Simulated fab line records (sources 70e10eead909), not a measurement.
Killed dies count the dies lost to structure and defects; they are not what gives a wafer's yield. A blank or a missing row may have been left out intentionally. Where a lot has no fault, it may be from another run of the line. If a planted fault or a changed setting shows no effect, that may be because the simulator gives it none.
Which tool is to blame? + flow nandHarc + Sampling: 6 lots, 18 wafers, 5 of 1302 route steps

## WHAT EACH GAUGE READ, for each wafer
NHARC_END_SORT_01.
| lot  | measured     | on        | killedAtArray |
|------|--------------|-----------|---------------|
| L409 | day 29 03:45 | prober-02 | 674 670 667   |

## WHAT TOOL EACH LOT RAN ON (gives the tool, then ch and the chambers of the sampled wafers, and finally the start)
| lot  | NHARC_A_CONTACT_ETCH_128           | NHARC_A_CONTACT_ETCH_132           | NHARC_A_CONTACT_ETCH_133           | NHARC_A_CONTACT_ETCH_97                      |
|------|------------------------------------|------------------------------------|------------------------------------|----------------------------------------------|
| L400 | harCapEtch-03 ch 0,1, day 22 22:27 | harCapEtch-03 ch 0,1, day 22 23:10 | harCapEtch-03 ch 0,1, day 22 23:28 | rieDiel-08 ch 0,2,3, no start                |
| L402 | harCapEtch-03 ch 0,1, day 23 10:16 | harCapEtch-03 ch 0,1, day 23 10:58 | harCapEtch-03 ch 0,1, day 23 11:14 | rieDiel-03 ch 0,1, no start                  |
| L409 | harCapEtch-02 ch 0,1, day 26 19:59 | harCapEtch-02 ch 0,1, day 26 20:41 | harCapEtch-02 ch 0,1, day 26 20:52 | rieDiel-03 ch 0,2,3, day 29 03:45 or earlier |
| L413 | harCapEtch-03 ch 0,1, day 29 00:17 | harCapEtch-03 ch 0,1, day 29 00:59 | harCapEtch-03 ch 0,1, day 29 01:15 | rieDiel-06 ch 2,3, no start                  |
| L416 | harCapEtch-02 ch 0,1, day 29 19:08 | harCapEtch-02 ch 0,1, day 29 20:05 | harCapEtch-02 ch 0,1, day 29 20:25 | rieDiel-06 ch 1,3, no start                  |
| L418 | harCapEtch-01 ch 0,1, day 30 23:23 | harCapEtch-01 ch 0,1, day 31 00:06 | harCapEtch-01 ch 0,1, day 31 00:17 | rieDiel-03 ch 0,1,3, no start                |
- NHARC_A_CONTACT_ETCH_128: etches the open film in C4F8/O2/Ar, time 197 s, target depth 1918 nm.
- NHARC_A_CONTACT_ETCH_132: etches the open film in C4F8/O2/Ar, time 197 s, target depth 1924 nm.
- NHARC_A_CONTACT_ETCH_133: etches the open film in C4F8/O2/Ar, time 374 s, target depth 1610 nm.
- NHARC_A_CONTACT_ETCH_97: etches the open film in C4F6/O2, target depth 20 nm, time 10 s.

## THE ANSWER, worked out from the rows above alone
Rule: the usual values come from the lots themselves. Put in order of their means at a reading, lots are off if they are a third of the lots or fewer, leave a main group of 4 or more, and stand apart from it by a gap of 3 or more times the standard deviation of the main group's means; of several such gaps the widest counts. Not used: any main group whose means are identical at the precision the tables above print for the reading. Also off: a lot with no number at a reading for which 4 or more lots have one. The other lots that the step has rows for count as sound.
Nothing can be told from this: no lot is off at any reading shown.

## WHAT THE SIMULATOR HAD PUT IN
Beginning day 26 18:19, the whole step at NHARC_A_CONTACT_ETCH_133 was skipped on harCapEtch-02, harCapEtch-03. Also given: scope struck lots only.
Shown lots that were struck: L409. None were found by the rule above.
